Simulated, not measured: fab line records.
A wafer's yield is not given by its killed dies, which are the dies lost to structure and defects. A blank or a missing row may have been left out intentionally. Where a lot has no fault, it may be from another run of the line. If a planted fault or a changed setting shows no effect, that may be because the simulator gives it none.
fab line records | flow n5_finfet | part 2 of 2: steps 28 to 38 of 38
record lots=5 | wafers=15 | last_day=16
route steps=1938 shown ZERO_LAYER@18 WELL_APT@20
lots that met no fault: from a run of the same line without faults
start_h: start of the lot's first displayed wafer, in hours after the record's first day | wait_h: hours since the lot's step before | " identical to the entry in the row above | L1.1+2: several wafers, shown together as one row | - no value, or no start was given | * or withheld: withheld | < > ~ a bound
route shown NAME@n: a module of which the file shows steps, and the number in the route of the first | usual: mean and standard deviation over wafers with no fault | same: alike in all rows | chamber/n: place in a boat | sites: per-site readings | _std_site: the values' standard deviation | _edge_site: the outer-site mean with the inner-site mean subtracted | radius_mm: how far each site lies from the wafer's centre | mask NAME#n: copy n | behind: the tool/chamber that last shaped the wafer | hold: why the lot went on hold/how many hours it stayed there/how the hold came to an end | device: the n, p or np transistor that did not switch | end of line: tests of these same wafers at the route's end | for a step that has no rows: nothing shown but its recipe | killed: at the first sort, the dies lost to defects and structure; wafer yield is something else | map: a wafer's dies, marking killed ones x, the rest . and places with no die _
set.NAME: the setting the step ran with; set.NAME@STEP: the setting that earlier step ran with | model.NAME: the simulator's own value behind a step, which no gauge read
certain route steps with their lots: each step a table, each wafer a row
services: the hour from which a tool's chamber was out of use, counted from the record's first day as start_h (under 0 if before that day), plus the number of hours and why
## steps
# step N5_WELL_APT_INSPECT_27
# recipe mode=adi | inspect_instrument=macro
# usual raw_defect_count=2.0/1.4
lot.wafer | tool              | chamber | start_h | wait_h | raw_defect_count
L076.3    | defect_inspect-01 | -       | 27.00   | 0.0    | 0
L076.5    | "                 | -       | "       | "      | 1
L076.6    | "                 | -       | "       | "      | 2
L078.1    | defect_inspect-01 | -       | 39.28   | 0.0    | 4
L078.4    | "                 | -       | "       | "      | 2
L078.5    | "                 | -       | "       | "      | 3
L084.1    | defect_inspect-02 | -       | 74.78   | 0.0    | 0
L084.3    | "                 | -       | "       | "      | 4
L084.5    | "                 | -       | "       | "      | 3
L085.2    | defect_inspect-01 | -       | 80.75   | 0.0    | 1
L085.3    | "                 | -       | "       | "      | 2
L085.6    | "                 | -       | "       | "      | 1
L091.2    | defect_inspect-02 | -       | 117.29  | 0.0    | 4
L091.4    | "                 | -       | "       | "      | 1
L091.5    | "                 | -       | "       | "      | 4
# step N5_WELL_APT_DESCUM_30
# recipe chemistry=O2 | time_s=7.9 | source_power_w=50 | bias_power_w=20 | pressure_mtorr=20 | rf_frequency_hz=2.712e+07 | temp_c=40 | o2_flow_sccm=225
# usual drypump_motor_current_A=5.7/0.4 | oes_product_au=0.81/0.1 | rf_vpp_V=243.6/1.2 | showerhead_plenum_p_Torr=2.12/0.059 | throttle_valve_pct=20.43/0.21
lot.wafer | tool        | chamber | start_h | wait_h | drypump_motor_current_A | oes_product_au | rf_hours_counter_h | rf_vpp_V | showerhead_plenum_p_Torr | throttle_valve_pct
L076.3    | rie_diel-05 | 0       | 27.25   | 0.2    | 5.7                     | 0.88           | 36                 | 244.1    | 2.14                     | 20.02
L076.5    | "           | 0       | "       | "      | 5.7                     | 0.88           | -                  | 243.5    | 2.14                     | 20.02
L076.6    | "           | 1       | "       | "      | 5.9                     | 0.68           | -                  | 242.9    | 2.05                     | 20.71
L078.1    | rie_diel-06 | 2       | 39.31   | 0.0    | 5.3                     | 0.96           | 4                  | 246.0    | 2.23                     | 20.19
L078.4    | "           | 3       | "       | "      | 5.1                     | 0.71           | -                  | 242.6    | 2.17                     | 20.71
L078.5    | "           | 1       | "       | "      | 6.1                     | 0.75           | -                  | 242.7    | 1.99                     | 20.31
L084.1    | rie_diel-05 | 0       | 75.07   | 0.3    | 5.7                     | 0.85           | 57                 | 244.3    | 2.13                     | 20.06
L084.3    | "           | 2       | "       | "      | 5.8                     | 0.95           | 7                  | 244.3    | 2.06                     | 20.56
L084.5    | "           | 2       | "       | "      | 5.8                     | 0.95           | -                  | 241.5    | 2.06                     | 20.55
L085.2    | rie_diel-06 | 2       | 80.79   | 0.0    | 5.3                     | 0.90           | 23                 | 245.5    | 2.23                     | 20.23
L085.3    | "           | 3       | "       | "      | 5.1                     | 0.70           | 234                | 243.2    | 2.17                     | 20.72
L085.6    | "           | 0       | "       | "      | 5.3                     | 0.77           | -                  | 244.5    | 2.10                     | 20.61
L091.2    | rie_diel-05 | 2       | 117.32  | 0.0    | 5.8                     | 0.91           | 23                 | 243.1    | 2.06                     | 20.60
L091.4    | "           | 3       | "       | "      | 6.3                     | 0.69           | 220                | 244.5    | 2.14                     | 20.46
L091.5    | "           | 3       | "       | "      | 6.3                     | 0.69           | -                  | 244.4    | 2.14                     | 20.46
# step N5_WELL_APT_IMPLANT_31
# recipe species=B | energy_kev=60 | dose_cm2=1.5e+13 | tilt_deg=0 | rotation_deg=0
lot.wafer  | tool         | chamber | start_h | wait_h
L076.3+5+6 | implanter-02 | 0       | 27.41   | 0.1
L078.1+4+5 | implanter-02 | 0       | 39.41   | 0.1
L084.1+3+5 | implanter-01 | 0       | 75.17   | 0.1
L085.2+3+6 | implanter-01 | 0       | 80.92   | 0.1
L091.2+4+5 | implanter-01 | 0       | 117.45  | 0.1
# step N5_WELL_APT_IMPLANT_32
# recipe species=BF2 | energy_kev=50 | dose_cm2=2e+13 | tilt_deg=0 | rotation_deg=0
lot.wafer  | tool         | chamber | start_h | wait_h
L076.3+5+6 | implanter-02 | 0       | 27.59   | 0.1
L078.1+4+5 | implanter-02 | 0       | 39.59   | 0.1
L084.1+3+5 | implanter-01 | 0       | 75.35   | 0.1
L085.2+3+6 | implanter-01 | 0       | 81.10   | 0.1
L091.2+4+5 | implanter-01 | 0       | 117.63  | 0.1
# step N5_WELL_APT_STRIP_33
# recipe chemistry=SPM | time_s=900 | temp_c=130 | h2so4_h2o2_vol_ratio=4 | dry=ipa_marangoni
lot.wafer  | tool         | chamber | start_h | wait_h
L076.3+5+6 | wet_bench-05 | 7,4,2   | 27.78   | 0.2
L078.1+4+5 | wet_bench-06 | 0,3,4   | 39.80   | 0.2
L084.1+3+5 | wet_bench-01 | 4,2,3   | 75.56   | 0.2
L085.2+3+6 | wet_bench-01 | 7,1,4   | 81.28   | 0.1
L091.2+4+5 | wet_bench-05 | 5,4,3   | 117.81  | 0.1
# step N5_WELL_APT_RTA_34
# recipe temp_c=1000 | time_s=10 | ambient=N2 | idle_temp_c=600 | ramp_up_c_per_s=150 | ramp_down_c_per_s=60 | cool_to_c=600
# usual anneal_temp_c_max=1004.4/0.93 | lamp_power_pct=13.01/0.055 | lamp_zone_2_pct=12.99/0.032 | wafer_temp_C_max=1003.6/1
lot.wafer | tool          | chamber | start_h | wait_h | anneal_temp_c_max | lamp_power_pct | lamp_zone_2_pct | wafer_temp_C_max
L076.3    | rtp_anneal-02 | 0       | 28.10   | 0.1    | 1004.2            | 13.06          | 13.04           | 1002.9
L076.5    | "             | 0       | "       | "      | 1004.7            | 12.93          | 13.01           | 1002.7
L076.6    | "             | 0       | "       | "      | 1004.4            | 13.03          | 12.97           | 1004.0
L078.1    | rtp_anneal-02 | 0       | 40.33   | 0.0    | 1003.6            | 13.06          | 12.96           | 1002.0
L078.4    | "             | 0       | "       | "      | 1003.6            | 13.03          | 13.00           | 1003.6
L078.5    | "             | 0       | "       | "      | 1004.6            | 13.07          | 12.97           | 1002.2
L084.1    | rtp_anneal-01 | 0       | 76.02   | 0.2    | 1004.4            | 12.98          | 13.01           | 1003.5
L084.3    | "             | 0       | "       | "      | 1005.0            | 12.96          | 13.00           | 1004.3
L084.5    | "             | 0       | "       | "      | 1004.6            | 13.03          | 13.03           | 1003.9
L085.2    | rtp_anneal-01 | 0       | 81.57   | 0.0    | 1004.8            | 12.93          | 13.04           | 1004.6
L085.3    | "             | 0       | "       | "      | 1004.5            | 12.97          | 12.97           | 1003.2
L085.6    | "             | 0       | "       | "      | 1005.4            | 13.00          | 13.05           | 1004.8
L091.2    | rtp_anneal-01 | 0       | 118.10  | 0.0    | 1006.2            | 12.97          | 13.00           | 1005.4
L091.4    | "             | 0       | "       | "      | 1004.1            | 13.03          | 13.00           | 1002.4
L091.5    | "             | 0       | "       | "      | 1004.7            | 13.00          | 13.05           | 1004.8
# step N5_WELL_APT_OXIDE_STRIP_42
# recipe chemistry=dHF | dilution=25:1 | time_s=45 | temp_c=25 | target=SiO2 | target_depth_a=120
lot.wafer  | tool         | chamber | start_h | wait_h
L076.3+5+6 | wet_bench-01 | 3,6,7   | 28.20   | 0.1
L078.1+4+5 | wet_bench-06 | 7,2,6   | 40.47   | 0.1
L084.1+3+5 | wet_bench-06 | 6,2,1   | 76.16   | 0.1
L085.2+3+6 | wet_bench-05 | 2,5,1   | 81.71   | 0.1
L091.2+4+5 | wet_bench-06 | 1,7,6   | 118.23  | 0.1
# step N5_WELL_APT_PRECLEAN_36
# recipe chemistry=O3/DIW | time_s=45 | temp_c=22 | o3_ppm=10
lot.wafer  | tool         | chamber | start_h | wait_h
L076.3+5+6 | wet_bench-01 | 3,6,7   | 28.23   | 0.0
L078.1+4+5 | wet_bench-06 | 7,2,6   | 40.50   | 0.0
L084.1+3+5 | wet_bench-06 | 6,2,1   | 76.18   | 0.0
L085.2+3+6 | wet_bench-05 | 2,5,1   | 81.72   | 0.0
L091.2+4+5 | wet_bench-06 | 1,7,6   | 118.24  | 0.0
# step N5_WELL_APT_PRECLEAN_39
# recipe chemistry=dHF | time_s=60 | dilution=150:1 | temp_c=25
lot.wafer  | tool         | chamber | start_h | wait_h
L076.3+5+6 | wet_bench-01 | 3,6,7   | 28.26   | 0.0
L078.1+4+5 | wet_bench-06 | 7,2,6   | 40.53   | 0.0
L084.1+3+5 | wet_bench-06 | 6,2,1   | 76.19   | 0.0
L085.2+3+6 | wet_bench-05 | 2,5,1   | 81.74   | 0.0
L091.2+4+5 | wet_bench-06 | 1,7,6   | 118.26  | 0.0
# step N5_WELL_APT_SRD_37
# recipe dry=ipa_marangoni | do_ppb=5 | time_s=30 | temp_c=23 | rinse_liquid=diw
# usual do_ppb=5.00/0.044
lot.wafer | tool         | chamber | start_h | wait_h | do_ppb
L076.3    | wet_bench-01 | 3       | 28.29   | 0.0    | 4.99
L076.5    | "            | 6       | "       | "      | 5.07
L076.6    | "            | 7       | "       | "      | 5.06
L078.1    | wet_bench-06 | 7       | 40.56   | 0.0    | 4.97
L078.4    | "            | 2       | "       | "      | 4.95
L078.5    | "            | 6       | "       | "      | 4.98
L084.1    | wet_bench-06 | 6       | 76.21   | 0.0    | 5.03
L084.3    | "            | 2       | "       | "      | 4.91
L084.5    | "            | 1       | "       | "      | 5.06
L085.2    | wet_bench-05 | 2       | 81.75   | 0.0    | 5.04
L085.3    | "            | 5       | "       | "      | 4.99
L085.6    | "            | 1       | "       | "      | 5.09
L091.2    | wet_bench-06 | 1       | 118.27  | 0.0    | 5.00
L091.4    | "            | 7       | "       | "      | 4.97
L091.5    | "            | 6       | "       | "      | 4.93
# step N5_WELL_APT_EPI_41
# recipe material=Si | target_thk_a=500 | temp_c=650 | precursor=SiH4/H2 | pressure_torr=20 | time_s=297.7
# usual susceptor_temp_C=650.0/0.31 | throttle_valve_pct=10.65/0.22
lot.wafer | tool         | chamber | start_h | wait_h | susceptor_temp_C | throttle_valve_pct
L076.3    | epi_rpcvd-01 | 0       | 28.56   | 0.2    | 649.7            | 10.67
L076.5    | "            | 0       | "       | "      | 649.6            | 10.45
L076.6    | "            | 0       | "       | "      | 649.9            | 10.40
L078.1    | epi_rpcvd-01 | 0       | 40.63   | 0.0    | 649.8            | 10.62
L078.4    | "            | 0       | "       | "      | 649.5            | 10.70
L078.5    | "            | 0       | "       | "      | 649.8            | 10.80
L084.1    | epi_rpcvd-04 | 0       | 76.26   | 0.0    | 650.2            | 11.12
L084.3    | "            | 0       | "       | "      | 649.5            | 11.13
L084.5    | "            | 0       | "       | "      | 649.9            | 10.98
L085.2    | epi_rpcvd-01 | 0       | 81.90   | 0.1    | 650.4            | 10.68
L085.3    | "            | 0       | "       | "      | 650.7            | 10.71
L085.6    | "            | 0       | "       | "      | 650.1            | 10.54
L091.2    | epi_rpcvd-01 | 0       | 118.42  | 0.1    | 650.0            | 10.57
L091.4    | "            | 0       | "       | "      | 649.9            | 10.70
L091.5    | "            | 0       | "       | "      | 650.2            | 10.28
## services
tool           | chamber | start_h | hours | kind
rie_diel-06    | -       | 1.72    | 0.6   | repair
rie_diel-06    | 2       | 13.42   | -     | clean
rie_diel-06    | 2       | 13.42   | -     | consumable_replace:focus_ring
rie_diel-06    | 2       | 13.42   | -     | consumable_replace:showerhead
rie_diel-06    | 2       | 13.42   | 12.1  | scheduled_down
rie_diel-06    | 2       | 13.42   | 12.1  | vent_cycle
krf_scanner-02 | -       | 17.70   | 2.4   | repair
krf_scanner-01 | -       | 29.10   | 4.4   | pm
wet_bench-01   | -       | 29.23   | 1.9   | pm
rie_diel-05    | 2       | 31.24   | -     | clean
rie_diel-06    | 0       | 33.54   | 14.8  | repair
rie_diel-06    | 3       | 44.54   | 8.9   | repair
krf_scanner-02 | -       | 56.81   | 1.3   | pm
krf_scanner-02 | -       | 66.02   | 4.0   | pm
krf_scanner-02 | -       | 70.10   | 9.1   | repair
epi_rpcvd-04   | -       | 77.90   | 0.6   | repair
krf_scanner-02 | -       | 79.25   | 0.8   | pm
krf_scanner-02 | -       | 88.02   | 0.1   | repair
rie_diel-05    | 1       | 89.71   | 3.3   | repair
epi_rpcvd-04   | -       | 93.92   | 9.3   | repair
rie_diel-06    | 3       | 100.54  | 10.5  | repair
krf_scanner-01 | -       | 103.20  | 0.8   | pm
implanter-01   | -       | 112.64  | 1.9   | repair
krf_scanner-01 | -       | 113.98  | 0.5   | repair
